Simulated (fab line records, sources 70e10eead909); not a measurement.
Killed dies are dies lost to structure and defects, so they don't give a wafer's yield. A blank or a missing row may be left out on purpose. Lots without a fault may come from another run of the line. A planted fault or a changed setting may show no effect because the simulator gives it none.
fab line records | flow nand_harc
record lots=5 wafers=15 last_day=31
route steps=1302 shown A_ONON_D2@550 A_CHANNEL_HOLE_D2@570
lots that met no fault: from a run of the same line without faults
start_h: hours from the record's first day to the start of the lot's first wafer shown | wait_h: hours since the lot's step before | " the same as in the row above | L1.1+2: a row that stands for several wafers | - no value, or no start given | * or withheld: withheld | < > ~ a bound
route shown NAME@n: a module of which the file shows steps, and the number in the route of the first | usual: mean/standard deviation of fault-free wafers | same: alike in all rows | chamber/n: place in a boat | sites: the reading at each site | _std_site: their standard deviation | _edge_site: outer sites' mean less inner sites' | radius_mm: how far each site lies from the wafer's centre | mask NAME#n: copy n | behind: the tool/chamber that last shaped the wafer | hold: why the lot was held/for how many hours/how that ended | device: the transistor (n, p or np) that didn't switch | end of line: the same wafers' tests at the end of the route | a step without rows: its recipe alone | killed: dies lost to structure and defects at the first sort, not the wafer's yield | map: a wafer's dies, x killed, . not, _ none there
set.NAME: the setting as run; set.NAME@STEP: as run at that earlier step | model.NAME: the simulator's own value behind a step, which no gauge read
lots at some steps of the route; a table a step, a row a wafer
services: from which hour (start_h, from the record's first day; less than 0 if before it) a tool's chamber was out of use, for how many hours, and why
## steps
# step NHARC_A_ONON_D2_THK_MEAS_08
# recipe thk_meas_gauge=ellipsometry
# usual thk_nm=995/7.9
# columns lot.wafer tool chamber start_h wait_h thk_nm
L075.1 film_metro-02 - 279.54 - 994
L075.3 " - " " 993
L075.4 " - " " 992
L076.2 film_metro-01 - 310.45 - 993
L076.4 " - " " 998
L076.6 " - " " 997
L078.1 film_metro-01 - 317.14 - 996
L078.3 " - " " 996
L078.4 " - " " 995
L079.2 film_metro-01 - 325.47 - 997
L079.3 " - " " 994
L079.4 " - " " 995
L093.2 film_metro-02 - 470.25 - 991
L093.4 " - " " 992
L093.5 " - " " 991
# step NHARC_A_ONON_D2_DEP_09
# recipe target_thk_a=10000 n2_flow_sccm=2750 n2o_flow_sccm=2000 nh3_flow_sccm=500 sih4_flow_sccm=210 temp_c=400
# columns lot.wafer tool chamber start_h wait_h
L075.1+3+4 pecvd_onon-02 0 279.60 0.1
L076.2+4+6 pecvd_onon-01 0 310.56 0.1
L078.1+3+4 pecvd_onon-02 0 317.20 0.1
L079.2+3+4 pecvd_onon-04 0 325.59 0.1
L093.2+4+5 pecvd_onon-02 0 470.36 0.1
# step NHARC_A_ONON_D2_THK_MEAS_11
# recipe thk_meas_gauge=ellipsometry
# usual thk_nm=998/13
# columns lot.wafer tool chamber start_h wait_h thk_nm
L075.1 film_metro-01 - 280.12 - 996
L075.3 " - " " 996
L075.4 " - " " 996
L076.2 film_metro-01 - 311.01 - 1014
L076.4 " - " " 1013
L076.6 " - " " 1012
L078.1 film_metro-01 - 317.71 - 1005
L078.3 " - " " 1008
L078.4 " - " " 1005
L079.2 film_metro-01 - 326.04 - 1014
L079.3 " - " " 1012
L079.4 " - " " 1013
L093.2 film_metro-01 - 470.81 - 1005
L093.4 " - " " 1006
L093.5 " - " " 1005
# step NHARC_A_ONON_D2_DEP_12
# recipe target_thk_a=10000 n2_flow_sccm=2750 n2o_flow_sccm=2000 nh3_flow_sccm=500 sih4_flow_sccm=210 temp_c=400
# columns lot.wafer tool chamber start_h wait_h
L075.1+3+4 pecvd_onon-02 0 280.17 0.1
L076.2+4+6 pecvd_onon-04 0 311.13 0.1
L078.1+3+4 pecvd_onon-02 0 317.77 0.1
L079.2+3+4 pecvd_onon-04 0 326.16 0.1
L093.2+4+5 pecvd_onon-04 0 470.92 0.1
# step NHARC_A_ONON_D2_THK_MEAS_14
# recipe thk_meas_gauge=ellipsometry
# usual thk_nm=1002/10
# columns lot.wafer tool chamber start_h wait_h thk_nm
L075.1 film_metro-01 - 280.68 - 1014
L075.3 " - " " 1016
L075.4 " - " " 1015
L076.2 film_metro-02 - 311.58 - 990
L076.4 " - " " 991
L076.6 " - " " 990
L078.1 film_metro-01 - 318.28 - 1007
L078.3 " - " " 1005
L078.4 " - " " 1006
L079.2 film_metro-02 - 326.61 - 1003
L079.3 " - " " 1002
L079.4 " - " " 1004
L093.2 film_metro-01 - 471.38 - 985
L093.4 " - " " 984
L093.5 " - " " 983
# step NHARC_A_ONON_D2_ANNEAL_15
# recipe temp_c=750 time_s=3600
# usual spike_tc_bottom_C=770/3.3
# columns lot.wafer tool chamber start_h wait_h spike_tc_bottom_C
L075.1 furnace-01 0 284.07 3.4 767
L075.3 " 0 " " 767
L075.4 " 0 " " 765
L076.2 furnace-01 0 315.53 3.9 767
L076.4 " 0 " " 767
L076.6 " 0 " " 767
L078.1 furnace-01 0 321.67 3.4 764
L078.3 " 0 " " 768
L078.4 " 0 " " 767
L079.2 furnace-06 0 329.81 3.2 774
L079.3 " 0 " " 773
L079.4 " 0 " " 775
L093.2 furnace-01 0 475.29 3.9 766
L093.4 " 0 " " 768
L093.5 " 0 " " 766
# step NHARC_A_ONON_D2_DEP_16
# recipe target_thk_a=10000 n2_flow_sccm=2750 n2o_flow_sccm=2000 nh3_flow_sccm=500 sih4_flow_sccm=210 temp_c=400
# columns lot.wafer tool chamber start_h wait_h
L075.1+3+4 pecvd_onon-04 0 287.88 0.4
L076.2+4+6 pecvd_onon-01 0 319.49 0.5
L078.1+3+4 pecvd_onon-01 0 325.50 0.4
L079.2+3+4 pecvd_onon-01 0 333.75 0.4
L093.2+4+5 pecvd_onon-02 0 479.18 0.4
# step NHARC_A_ONON_D2_THK_MEAS_18
# recipe thk_meas_gauge=ellipsometry
# usual thk_nm=1001/7.6
# columns lot.wafer tool chamber start_h wait_h thk_nm
L075.1 film_metro-01 - 288.39 - 996
L075.3 " - " " 995
L075.4 " - " " 997
L076.2 film_metro-01 - 319.94 - 1016
L076.4 " - " " 1015
L076.6 " - " " 1014
L078.1 film_metro-02 - 326.01 - 1010
L078.3 " - " " 1011
L078.4 " - " " 1008
L079.2 film_metro-01 - 334.23 - 996
L079.3 " - " " 994
L079.4 " - " " 995
L093.2 film_metro-01 - 479.64 - 1003
L093.4 " - " " 1004
L093.5 " - " " 1005
# step NHARC_A_ONON_D2_DEP_19
# recipe target_thk_a=10000 n2_flow_sccm=2750 n2o_flow_sccm=2000 nh3_flow_sccm=500 sih4_flow_sccm=210 temp_c=400
# columns lot.wafer tool chamber start_h wait_h
L075.1+3+4 pecvd_onon-01 0 288.45 0.1
L076.2+4+6 pecvd_onon-01 0 320.05 0.1
L078.1+3+4 pecvd_onon-01 0 326.06 0.1
L079.2+3+4 pecvd_onon-02 0 334.34 0.1
L093.2+4+5 pecvd_onon-01 0 479.75 0.1
# step NHARC_A_ONON_D2_THK_MEAS_21
# recipe thk_meas_gauge=ellipsometry
# usual thk_nm=1001/9.1
# columns lot.wafer tool chamber start_h wait_h thk_nm
L075.1 film_metro-02 - 288.96 - 1010
L075.3 " - " " 1011
L075.4 " - " " 1010
L076.2 film_metro-01 - 320.51 - 996
L076.4 " - " " 996
L076.6 " - " " 997
L078.1 film_metro-02 - 326.58 - 994
L078.3 " - " " 993
L078.4 " - " " 994
L079.2 film_metro-01 - 334.79 - 994
L079.3 " - " " 993
L079.4 " - " " 994
L093.2 film_metro-02 - 480.20 - 1002
L093.4 " - " " 1002
L093.5 " - " " 1002
# step NHARC_A_ONON_D2_DEP_22
# recipe target_thk_a=10000 n2_flow_sccm=2750 n2o_flow_sccm=2000 nh3_flow_sccm=500 sih4_flow_sccm=210 temp_c=400
# columns lot.wafer tool chamber start_h wait_h
L075.1+3+4 pecvd_onon-04 0 289.02 0.1
L076.2+4+6 pecvd_onon-01 0 320.62 0.1
L078.1+3+4 pecvd_onon-01 0 326.63 0.1
L079.2+3+4 pecvd_onon-04 0 334.91 0.1
L093.2+4+5 pecvd_onon-04 0 480.31 0.1
# step NHARC_A_ONON_D2_THK_MEAS_24
# recipe thk_meas_gauge=ellipsometry
# usual thk_nm=1000/9.5
# columns lot.wafer tool chamber start_h wait_h thk_nm
L075.1 film_metro-02 - 289.53 - 995
L075.3 " - " " 997
L075.4 " - " " 997
L076.2 film_metro-01 - 321.07 - 1003
L076.4 " - " " 1000
L076.6 " - " " 1001
L078.1 film_metro-01 - 327.15 - 983
L078.3 " - " " 985
L078.4 " - " " 983
L079.2 film_metro-01 - 335.36 - 993
L079.3 " - " " 994
L079.4 " - " " 994
L093.2 film_metro-02 - 480.76 - 998
L093.4 " - " " 997
L093.5 " - " " 997
# step NHARC_A_ONON_D2_DEP_25
# recipe target_thk_a=10000 n2_flow_sccm=2750 n2o_flow_sccm=2000 nh3_flow_sccm=500 sih4_flow_sccm=210 temp_c=400
# columns lot.wafer tool chamber start_h wait_h
L075.1+3+4 pecvd_onon-02 0 289.59 0.1
L076.2+4+6 pecvd_onon-01 0 321.18 0.1
L078.1+3+4 pecvd_onon-02 0 327.21 0.1
L079.2+3+4 pecvd_onon-01 0 335.47 0.1
L093.2+4+5 pecvd_onon-02 0 480.88 0.1
# step NHARC_A_ONON_D2_THK_MEAS_27
# recipe thk_meas_gauge=ellipsometry
# usual thk_nm=1000/9.2
# columns lot.wafer tool chamber start_h wait_h thk_nm
L075.1 film_metro-01 - 290.10 - 1005
L075.3 " - " " 1006
L075.4 " - " " 1004
L076.2 film_metro-01 - 321.64 - 999
L076.4 " - " " 999
L076.6 " - " " 998
L078.1 film_metro-02 - 327.72 - 992
L078.3 " - " " 990
L078.4 " - " " 990
L079.2 film_metro-01 - 335.92 - 989
L079.3 " - " " 988
L079.4 " - " " 988
L093.2 film_metro-02 - 481.33 - 1006
L093.4 " - " " 1006
L093.5 " - " " 1007
# step NHARC_A_ONON_D2_DEP_28
# recipe target_thk_a=10000 n2_flow_sccm=2750 n2o_flow_sccm=2000 nh3_flow_sccm=500 sih4_flow_sccm=210 temp_c=400
# columns lot.wafer tool chamber start_h wait_h
L075.1+3+4 pecvd_onon-01 0 290.16 0.1
L076.2+4+6 pecvd_onon-01 0 321.75 0.1
L078.1+3+4 pecvd_onon-04 0 327.78 0.1
L079.2+3+4 pecvd_onon-02 0 336.04 0.1
L093.2+4+5 pecvd_onon-01 0 481.44 0.1
# step NHARC_A_ONON_D2_THK_MEAS_30
# recipe thk_meas_gauge=ellipsometry
# usual thk_nm=998/8.2
# columns lot.wafer tool chamber start_h wait_h thk_nm
L075.1 film_metro-01 - 290.67 - 996
L075.3 " - " " 995
L075.4 " - " " 997
L076.2 film_metro-02 - 322.20 - 990
L076.4 " - " " 991
L076.6 " - " " 991
L078.1 film_metro-02 - 328.29 - 987
L078.3 " - " " 985
L078.4 " - " " 985
L079.2 film_metro-02 - 336.49 - 995
L079.3 " - " " 998
L079.4 " - " " 994
L093.2 film_metro-02 - 481.89 - 988
L093.4 " - " " 989
L093.5 " - " " 988
# step NHARC_A_ONON_D2_DEP_33
# recipe target_thk_a=2000 temp_c=400 pressure_torr=6.5 rf_w=900 teos_flow_sccm=161.4 flow_sccm=2650 target_thk_nm=200 gas=O2 material=SiO2
# usual chamber_pressure_Torr=6.499/0.014 heater_power_w=580/96 throttle_valve_pct=15.8/0.49
# columns lot.wafer tool chamber start_h wait_h chamber_pressure_Torr heater_power_w throttle_valve_pct
L075.3 pecvd-01 1 290.72 0.1 6.498 482 15.5
L075.1 " 0 " " 6.485 714 15.8
L075.4 " 0 " " 6.484 719 15.6
L076.2 pecvd-04 0 322.51 0.3 6.485 660 15.0
L076.6 " 2 " " 6.494 549 16.1
L076.4 " 0 " " 6.511 663 15.1
L078.3 pecvd-01 0 328.40 0.1 6.511 667 15.5
L078.1 " 1 " " 6.530 501 14.9
L078.4 " 1 " " 6.517 516 15.2
L079.3 pecvd-04 0 336.87 0.4 6.491 689 14.8
L079.2 " 1 " " 6.497 616 16.1
L079.4 " 2 " " 6.501 450 16.0
L093.2 pecvd-01 0 482.04 0.1 6.511 812 15.7
L093.5 " 1 " " 6.506 575 15.3
L093.4 " 0 " " 6.516 836 16.1
# step NHARC_A_ONON_D2_THK_MEAS_34
# recipe thk_meas_gauge=ellipsometry
# usual thk_nm=200/3.3
# columns lot.wafer tool chamber start_h wait_h thk_nm
L075.1 film_metro-02 - 291.15 - 198
L075.3 " - " " 201
L075.4 " - " " 202
L076.2 film_metro-01 - 322.87 - 195
L076.4 " - " " 200
L076.6 " - " " 198
L078.1 film_metro-01 - 328.77 - 196
L078.3 " - " " 196
L078.4 " - " " 200
L079.2 film_metro-01 - 337.25 - 195
L079.3 " - " " 196
L079.4 " - " " 200
L093.2 film_metro-01 - 482.36 - 198
L093.4 " - " " 209
L093.5 " - " " 203
# step NHARC_A_ONON_D2_INSPECT_32
# usual raw_defect_count=394/150
# columns lot.wafer tool chamber start_h wait_h raw_defect_count
L075.1 defect_inspect-01 - 291.21 0.0 498
L075.3 " - " " 725
L075.4 " - " " 571
L076.2 defect_inspect-02 - 322.95 0.0 311
L076.4 " - " " 331
L076.6 " - " " 285
L078.1 defect_inspect-01 - 328.83 0.0 160
L078.3 " - " " 257
L078.4 " - " " 283
L079.2 defect_inspect-02 - 337.31 0.0 440
L079.3 " - " " 305
L079.4 " - " " 258
L093.2 defect_inspect-01 - 482.43 0.0 460
L093.4 " - " " 293
L093.5 " - " " 459
# step NHARC_A_CHANNEL_HOLE_D2_DEP_00
# recipe target_thk_a=31000 temp_c=400 material=aC
# usual throttle_valve_pct=35.001/0.0083
# columns lot.wafer tool chamber start_h wait_h throttle_valve_pct
L075.1 acl_dep-03 0 295.77 4.6 35.003
L075.3 " 0 " " 34.989
L075.4 " 0 " " 35.013
L076.2 acl_dep-01 0 324.64 1.7 35.020
L076.4 " 0 " " 35.006
L076.6 " 0 " " 35.013
L078.1 acl_dep-01 0 328.90 0.1 35.002
L078.3 " 0 " " 35.003
L078.4 " 0 " " 34.993
L079.2 acl_dep-03 0 337.70 0.4 35.007
L079.3 " 0 " " 35.011
L079.4 " 0 " " 35.005
L093.2 acl_dep-01 0 485.19 2.8 34.995
L093.4 " 0 " " 34.991
L093.5 " 0 " " 35.001
# step NHARC_A_CHANNEL_HOLE_D2_DEP_01
# recipe target_thk_a=1400 target_thk_nm=140 temp_c=400 pressure_torr=3.5 flow_sccm=200 rf_w=350 material=SiON
# usual chamber_pressure_Torr=3.500/0.0077 heater_power_w=775/84
# columns lot.wafer tool chamber start_h wait_h chamber_pressure_Torr heater_power_w
L075.3 pecvd-03 1 297.72 1.0 3.502 803
L075.1 " 2 " " 3.500 824
L075.4 " 2 " " 3.503 823
L076.2 pecvd-02 2 326.27 1.3 3.497 760
L076.4 " 2 " " 3.500 742
L076.6 " 2 " " 3.510 764
L078.3 pecvd-01 1 330.85 1.0 3.489 707
L078.1 " 2 " " 3.490 786
L078.4 " 2 " " 3.503 768
L079.2 pecvd-01 2 339.31 1.3 3.501 807
L079.3 " 0 " " 3.509 930
L079.4 " 0 " " 3.521 968
L093.2 pecvd-02 2 486.81 1.3 3.474 790
L093.5 " 0 " " 3.494 585
L093.4 " 1 " " 3.500 722
# step NHARC_A_CHANNEL_HOLE_D2_DEHYDRATE_02
# recipe temp_c=150 time_s=120
# columns lot.wafer tool chamber start_h wait_h
L075.1+3+4 litho_track-04 0 297.96 0.2
L076.2+4+6 litho_track-06 0 326.66 0.3
L078.1+3+4 litho_track-06 0 331.09 0.2
L079.2+3+4 litho_track-01 0 339.58 0.2
L093.2+4+5 litho_track-04 0 487.08 0.2
# step NHARC_A_CHANNEL_HOLE_D2_HMDS_03
# recipe time_s=30
# columns lot.wafer tool chamber start_h wait_h
L075.1+3+4 litho_track-04 0 - -
L076.2+4+6 litho_track-06 0 - -
L078.1+3+4 litho_track-06 0 - -
L079.2+3+4 litho_track-01 0 - -
L093.2+4+5 litho_track-04 0 - -
# step NHARC_A_CHANNEL_HOLE_D2_COAT_36
# recipe temp_c=260 time_s=75
# columns lot.wafer tool chamber start_h wait_h
L075.1+3+4 litho_track-04 0 - -
L076.2+4+6 litho_track-06 0 - -
L078.1+3+4 litho_track-06 0 - -
L079.2+3+4 litho_track-01 0 - -
L093.2+4+5 litho_track-04 0 - -
# step NHARC_A_CHANNEL_HOLE_D2_COAT_37
# recipe temp_c=225 time_s=65
# columns lot.wafer tool chamber start_h wait_h
L075.1+3+4 litho_track-04 0 - -
L076.2+4+6 litho_track-06 0 - -
L078.1+3+4 litho_track-06 0 - -
L079.2+3+4 litho_track-01 0 - -
L093.2+4+5 litho_track-04 0 - -
# step NHARC_A_CHANNEL_HOLE_D2_COAT_04
# recipe spin_rpm=1500 resist_thk_nm=90
# columns lot.wafer tool chamber start_h wait_h
L075.1+3+4 litho_track-04 0 - -
L076.2+4+6 litho_track-06 0 - -
L078.1+3+4 litho_track-06 0 - -
L079.2+3+4 litho_track-01 0 - -
L093.2+4+5 litho_track-04 0 - -
# step NHARC_A_CHANNEL_HOLE_D2_SOFTBAKE_05
# recipe temp_c=105 time_s=55
# columns lot.wafer tool chamber start_h wait_h
L075.1+3+4 litho_track-04 0 - -
L076.2+4+6 litho_track-06 0 - -
L078.1+3+4 litho_track-06 0 - -
L079.2+3+4 litho_track-01 0 - -
L093.2+4+5 litho_track-04 0 - -
# step NHARC_A_CHANNEL_HOLE_D2_EBR_06
# columns lot.wafer tool chamber start_h wait_h
L075.1+3+4 litho_track-04 0 - -
L076.2+4+6 litho_track-06 0 - -
L078.1+3+4 litho_track-06 0 - -
L079.2+3+4 litho_track-01 0 - -
L093.2+4+5 litho_track-04 0 - -
# step NHARC_A_CHANNEL_HOLE_D2_EXPOSE_07
# recipe na=1.35 target_cd_nm=100 sigma_outer=0.3 dose_mj=59.65 mask_id=HOLE_D2
# columns lot.wafer tool chamber start_h wait_h mask
L075.1+3+4 arfi_scanner-03 0 298.27 - HOLE_D2#0
L076.2+4+6 arfi_scanner-01 0 326.97 - HOLE_D2#0
L078.1+3+4 arfi_scanner-03 0 331.40 - HOLE_D2#0
L079.2+3+4 arfi_scanner-03 0 339.90 - HOLE_D2#0
L093.2+4+5 arfi_scanner-03 0 487.39 - HOLE_D2#0
# step NHARC_A_CHANNEL_HOLE_D2_PEB_08
# recipe peb_temp_c=100 peb_time_s=65
# columns lot.wafer tool chamber start_h wait_h
L075.1+3+4 litho_track-06 0 298.33 0.1
L076.2+4+6 litho_track-04 0 327.03 0.1
L078.1+3+4 litho_track-04 0 331.46 0.1
L079.2+3+4 litho_track-06 0 339.95 0.1
L093.2+4+5 litho_track-06 0 487.45 0.1
# step NHARC_A_CHANNEL_HOLE_D2_DEVELOP_09
# recipe develop_time_s=35 dev_temp_c=23
# columns lot.wafer tool chamber start_h wait_h
L075.1+3+4 litho_track-06 0 - -
L076.2+4+6 litho_track-04 0 - -
L078.1+3+4 litho_track-04 0 - -
L079.2+3+4 litho_track-06 0 - -
L093.2+4+5 litho_track-06 0 - -
# step NHARC_A_CHANNEL_HOLE_D2_CD_MEAS_10
# recipe target_cd_nm=100 landing_energy_ev=500
# usual cd_nm=99.8/0.43
# columns lot.wafer tool chamber start_h wait_h cd_nm
L075.1 cd_sem-01 0 298.41 - 99.9
L075.3 " 0 " " 100.0
L075.4 " 0 " " 100.0
L076.2 cd_sem-02 0 327.11 - 100.1
L076.4 " 0 " " 100.2
L076.6 " 0 " " 99.9
L078.1 cd_sem-01 0 331.55 - 100.2
L078.3 " 0 " " 99.2
L078.4 " 0 " " 99.3
L079.2 cd_sem-01 0 340.04 - 99.3
L079.3 " 0 " " 99.7
L079.4 " 0 " " 99.5
L093.2 cd_sem-03 0 487.53 - 99.5
L093.4 " 0 " " 99.2
L093.5 " 0 " " 99.6
# step NHARC_A_CHANNEL_HOLE_D2_OVL_MEAS_11
# usual overlay_x_nm=0.1/0.8 overlay_y_nm=0.0/1
# columns lot.wafer tool chamber start_h wait_h overlay_x_nm overlay_y_nm
L075.1 overlay-01 - 298.50 - 0.7 0.0
L075.3 " - " " 0.6 0.1
L075.4 " - " " 0.5 0.6
L076.2 overlay-01 - 327.19 - -0.5 1.3
L076.4 " - " " -0.6 1.0
L076.6 " - " " -0.5 1.2
L078.1 overlay-01 - 331.64 - -0.1 0.1
L078.3 " - " " -0.2 0.0
L078.4 " - " " -0.5 0.0
L079.2 overlay-01 - 340.13 - -0.7 0.6
L079.3 " - " " -1.0 0.9
L079.4 " - " " -1.1 0.2
L093.2 overlay-01 - 487.62 - 0.0 -1.5
L093.4 " - " " 0.2 -1.5
L093.5 " - " " -0.1 -1.3
# step NHARC_A_CHANNEL_HOLE_D2_INSPECT_12
# usual raw_defect_count=28/22
# columns lot.wafer tool chamber start_h wait_h raw_defect_count
L075.1 defect_inspect-02 - 298.54 0.0 57
L075.3 " - " " 53
L075.4 " - " " 67
L076.2 defect_inspect-01 - 327.23 0.0 6
L076.4 " - " " 4
L076.6 " - " " 6
L078.1 defect_inspect-01 - 331.67 0.0 5
L078.3 " - " " 5
L078.4 " - " " 4
L079.2 defect_inspect-02 - 340.16 0.0 6
L079.3 " - " " 7
L079.4 " - " " 11
L093.2 defect_inspect-01 - 487.65 0.0 46
L093.4 " - " " 55
L093.5 " - " " 54
# step NHARC_A_CHANNEL_HOLE_D2_DESCUM_15
# recipe time_s=3 o2_flow_sccm=200 ar_flow_sccm=0 bias_power_w=0 chemistry=O2
# usual drypump_motor_current_A=5.8/0.47 o2_flow_sccm=200.1/0.63 oes_product_au=0.999/0.009 rf_vpp_V=57.9/0.94 showerhead_plenum_p_Torr=1.91/0.077 throttle_valve_pct=11.310/0.0092
# columns lot.wafer tool chamber start_h wait_h drypump_motor_current_A o2_flow_sccm oes_product_au rf_hours_counter_h rf_vpp_V showerhead_plenum_p_Torr throttle_valve_pct
L075.1 rie_diel-01 0 298.60 0.1 6.2 201.0 1.005 4.8 57.3 1.86 11.309
L075.4 " 2 " " 6.4 201.2 1.006 4.0 58.4 2.02 11.303
L075.3 " 3 " " 6.0 201.2 0.997 3.8 56.8 1.95 11.325
L076.4 rie_diel-08 1 327.31 0.1 6.4 199.0 0.997 7.9 58.4 1.83 11.320
L076.2 " 2 " " 5.8 201.2 1.000 7.3 56.5 1.83 11.317
L076.6 " 3 " " 6.5 200.4 0.998 - 58.7 1.94 11.302
L078.1 rie_diel-12 0 331.74 0.1 5.4 200.2 1.003 1.8 57.7 1.89 11.315
L078.3 " 1 " " 5.2 199.5 0.999 1.5 57.8 2.00 11.315
L078.4 " 2 " " 5.2 201.3 1.011 1.8 58.7 2.00 11.308
L079.3 rie_diel-12 0 340.22 0.1 5.4 199.9 0.997 2.9 57.3 1.89 11.312
L079.2 " 2 " " 5.2 199.6 0.999 2.9 59.2 2.00 11.316
L079.4 " 3 " " 6.3 200.6 0.983 3.3 57.9 1.81 11.301
L093.2 rie_diel-08 3 487.72 0.1 6.5 200.1 0.985 5.7 59.6 1.94 11.301
L093.4 " 1 " " 6.4 200.3 0.998 7.0 57.3 1.82 11.315
L093.5 " 2 " " 5.7 200.1 1.003 - 56.3 1.83 11.302
# step NHARC_A_CHANNEL_HOLE_D2_ETCH_38
# recipe target_depth_a=390 over_etch_frac=0.3 time_s=65 ion_energy_ev=80 cf4_flow_sccm=150 ar_flow_sccm=0 rf_w=300 bias_w=100 chemistry=CF4
# usual bias_w=100.0/0.31 drypump_motor_current_A=5.8/0.48 oes_product_au=1.000/0.01 rf_vpp_V=151.2/1.2 showerhead_plenum_p_Torr=1.77/0.067 throttle_valve_pct=13.285/0.0087
# columns lot.wafer tool chamber start_h wait_h bias_w drypump_motor_current_A oes_product_au rf_hours_counter_h rf_vpp_V showerhead_plenum_p_Torr throttle_valve_pct
L075.3 rie_diel-01 0 298.68 0.1 100.1 6.2 1.010 4.9 148.7 1.72 13.287
L075.1 " 1 " " 99.9 5.4 1.019 5.1 148.4 1.67 13.291
L075.4 " 2 " " 100.1 6.4 1.001 4.0 152.3 1.86 13.270
L076.4 rie_diel-08 0 327.38 0.1 100.3 5.7 1.003 5.8 153.1 1.81 13.279
L076.2 " 1 " " 100.2 6.5 0.998 7.9 150.7 1.69 13.278
L076.6 " 0 " " 99.9 5.7 0.998 - 149.8 1.82 13.279
L078.1 rie_diel-12 2 331.82 0.1 100.4 5.2 1.021 1.8 154.2 1.84 13.271
L078.3 " 0 " " 100.3 5.4 1.016 1.8 150.3 1.75 13.284
L078.4 " 1 " " 100.3 5.2 1.006 1.6 152.1 1.85 13.287
L079.2 rie_diel-12 1 340.31 0.1 99.4 5.2 1.012 2.6 152.7 1.85 13.277
L079.4 " 2 " " 99.6 5.2 1.005 2.9 151.9 1.84 13.302
L079.3 " 0 " " 100.2 5.4 0.992 2.9 151.5 1.75 13.279
L093.2 rie_diel-08 2 487.80 0.1 99.7 5.8 1.002 7.1 151.1 1.70 13.280
L093.4 " 1 " " 100.3 6.4 0.999 7.0 150.1 1.69 13.285
L093.5 " 2 " " 99.8 5.8 0.996 - 150.5 1.70 13.279
# step NHARC_A_CHANNEL_HOLE_D2_ETCH_39
# recipe target_depth_a=2600 over_etch_frac=0.3 time_s=325 ion_energy_ev=200 n2_flow_sccm=150 h2_flow_sccm=150 ar_flow_sccm=0 rf_w=400 bias_w=150 chemistry=N2/H2
# usual bias_w=150.0/0.45 drypump_motor_current_A=5.8/0.48 oes_product_au=1.000/0.01 rf_vpp_V=430.6/2.5 showerhead_plenum_p_Torr=2.04/0.084 throttle_valve_pct=14.171/0.0098
# columns lot.wafer tool chamber start_h wait_h bias_w drypump_motor_current_A oes_product_au rf_hours_counter_h rf_vpp_V showerhead_plenum_p_Torr throttle_valve_pct
L075.4 rie_diel-01 0 - - 149.6 6.2 1.017 4.9 430.3 1.98 14.163
L075.3 " 1 " " 149.6 5.5 1.012 5.1 427.7 1.91 14.168
L075.1 " 3 " " 149.5 6.0 1.005 3.8 432.9 2.08 14.189
L076.2 rie_diel-08 2 - - 150.0 5.8 1.005 7.4 430.4 1.95 14.170
L076.4 " 1 " " 150.2 6.4 1.006 8.0 427.4 1.94 14.179
L076.6 " 2 " " 150.1 5.8 1.019 - 427.0 1.95 14.169
L078.4 rie_diel-12 3 - - 150.7 6.3 1.004 2.1 427.7 1.92 14.180
L078.3 " 0 " " 150.1 5.4 1.003 1.8 428.7 2.02 14.176
L078.1 " 1 " " 150.4 5.2 1.010 1.6 432.3 2.14 14.168
L079.3 rie_diel-12 1 - - 150.2 5.2 0.999 2.7 433.6 2.14 14.181
L079.4 " 2 " " 150.2 5.2 1.011 3.0 433.9 2.13 14.190
L079.2 " 3 " " 150.0 6.3 0.992 3.4 427.3 1.92 14.156
L093.4 rie_diel-08 3 - - 149.9 6.4 0.991 5.8 431.2 2.07 14.177
L093.2 " 2 " " 149.8 5.8 1.005 7.2 430.4 1.95 14.178
L093.5 " 0 " " 150.0 5.7 1.003 - 432.3 2.10 14.161
# step NHARC_A_CHANNEL_HOLE_D2_ETCH_34
# recipe target_depth_a=1540 time_s=77 cf4_flow_sccm=100 chf3_flow_sccm=30 ar_flow_sccm=0 rf_w=500 bias_w=200 chemistry=CF4/CHF3
# usual bias_w=200.0/0.56 drypump_motor_current_A=5.8/0.48 oes_product_au=0.959/0.023 rf_vpp_V=370.5/2.2 showerhead_plenum_p_Torr=1.57/0.061 throttle_valve_pct=16.803/0.0091
# columns lot.wafer tool chamber start_h wait_h bias_w drypump_motor_current_A oes_product_au rf_hours_counter_h rf_vpp_V showerhead_plenum_p_Torr throttle_valve_pct
L075.4 rie_diel-01 2 - - 199.6 6.4 0.972 4.1 373.5 1.66 16.798
L075.1 " 3 " " 200.6 6.0 0.981 3.9 370.2 1.60 16.806
L075.3 " 1 " " 200.5 5.4 0.970 5.3 366.7 1.48 16.809
L076.2 rie_diel-08 0 - - 200.7 5.7 0.953 5.9 371.9 1.62 16.801
L076.4 " 1 " " 200.1 6.4 0.962 8.0 368.1 1.51 16.804
L076.6 " 3 " " 200.2 6.5 0.957 - 371.2 1.60 16.796
L078.3 rie_diel-12 0 - - 200.2 5.4 0.938 2.0 370.5 1.56 16.800
L078.1 " 1 " " 199.2 5.2 0.968 1.7 371.9 1.64 16.791
L078.4 " 2 " " 199.3 5.2 0.976 1.9 371.7 1.64 16.803
L079.3 rie_diel-12 3 - - 201.3 6.3 0.976 3.4 367.9 1.49 16.805
L079.4 " 0 " " 200.2 5.4 0.967 3.1 369.4 1.56 16.795
L079.2 " 1 " " 200.4 5.2 0.961 2.8 373.6 1.64 16.815
L093.2 rie_diel-08 1 - - 199.8 6.5 0.981 7.1 368.5 1.50 16.821
L093.4 " 3 " " 200.6 6.4 0.957 5.9 369.9 1.59 16.789
L093.5 " 1 " " 198.9 6.4 0.979 - 367.6 1.50 16.798
## services
# columns tool chamber start_h hours kind
arfi_scanner-03 - 260.28 1.9 repair
rie_diel-08 3 265.34 3.9 repair
rie_diel-12 3 267.11 12.1 repair
rie_diel-12 - 268.57 9.0 pm
pecvd_onon-01 - 269.29 13.0 pm
rie_diel-12 2 300.75 1.2 repair
pecvd-01 - 311.00 13.0 pm
pecvd_onon-04 - 311.42 13.0 pm
rie_diel-12 2 316.86 4.9 repair
litho_track-01 - 330.00 7.0 pm
pecvd-01 - 341.16 1.4 repair
rie_diel-08 2 347.15 8.8 repair
litho_track-06 - 354.00 7.0 pm
pecvd_onon-02 - 366.10 13.0 pm
rie_diel-08 - 367.80 9.0 pm
pecvd-01 - 376.62 0.2 repair
litho_track-04 - 378.00 7.0 pm
pecvd_onon-04 - 392.86 0.8 repair
rie_diel-08 0 431.90 7.5 repair
rie_diel-08 2 440.64 8.1 repair
rie_diel-12 - 445.57 9.0 pm
pecvd_onon-01 - 450.29 13.0 pm
rie_diel-12 2 469.95 23.5 repair
pecvd-01 1 477.81 2.2 repair
## key
fault none
